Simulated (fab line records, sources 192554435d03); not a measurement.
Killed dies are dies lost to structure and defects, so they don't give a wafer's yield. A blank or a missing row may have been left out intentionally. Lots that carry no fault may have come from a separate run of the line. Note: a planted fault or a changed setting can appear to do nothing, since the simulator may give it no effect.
Chamber matching -- flow n5Finfet -- 4 sister chambers for N5_MOL_CONTACT_COAG_ETCH_65 on rieDiel-01
The step etches underlayer in N2/H2, target depth 13 nm, time 10.4 s. 8 wafers are shown with their chamber, then 10 later ones without.

== WAFERS PAIRED WITH THEIR CHAMBERS ==
wafer,chamber,throttleValvePct (%),showerheadPlenumPTorr (Torr)
L084.6,1,17.59,2.58
L085.2,2,18.07,2.57
L085.5,0,17.93,2.58
L085.6,1,17.58,2.58
L086.3,0,17.91,2.58
L086.5,3,18.03,2.52
L090.3,3,18.04,2.52
L090.4,2,18.08,2.56

== WAFERS WITH NO CHAMBER GIVEN ==
wafer,throttleValvePct (%),showerheadPlenumPTorr (Torr)
L090.6,17.94,2.57
L092.3,18.05,2.52
L092.5,17.60,2.57
L092.6,17.94,2.57
L095.2,18.10,2.56
L095.5,17.63,2.57
L095.6,17.96,2.57
L096.1,17.96,2.57
L096.2,17.61,2.57
L096.5,17.60,2.57

== WHICH CHAMBER EACH WENT THROUGH ==
wafer,from the rows above,in truth
L090.6,0,0
L092.3,3,3
L092.5,1,1
L092.6,0,0
L095.2,2,2
L095.5,1,1
L095.6,0,0
L096.1,0,0
L096.2,1,1
L096.5,1,1
Placed correctly: 10 of 10. Number that these rows cannot place: 0. Placed wrongly: 0.
How it was worked out, from the rows above alone: a wafer's distance from a chamber is the root of the sum, over the readings, of the square of ((its reading less the chamber's mean) divided by the reading's scatter). If the next closest chamber is less than 2 further off than the closest, the wafer can't be placed; otherwise it belongs to the closest. For every chamber, the mean is computed from those of its wafers that are shown. The scatter is the square root of a quotient: the sum, over the shown wafers, of each reading's squared deviation from its chamber's mean, divided by wafers minus chambers.
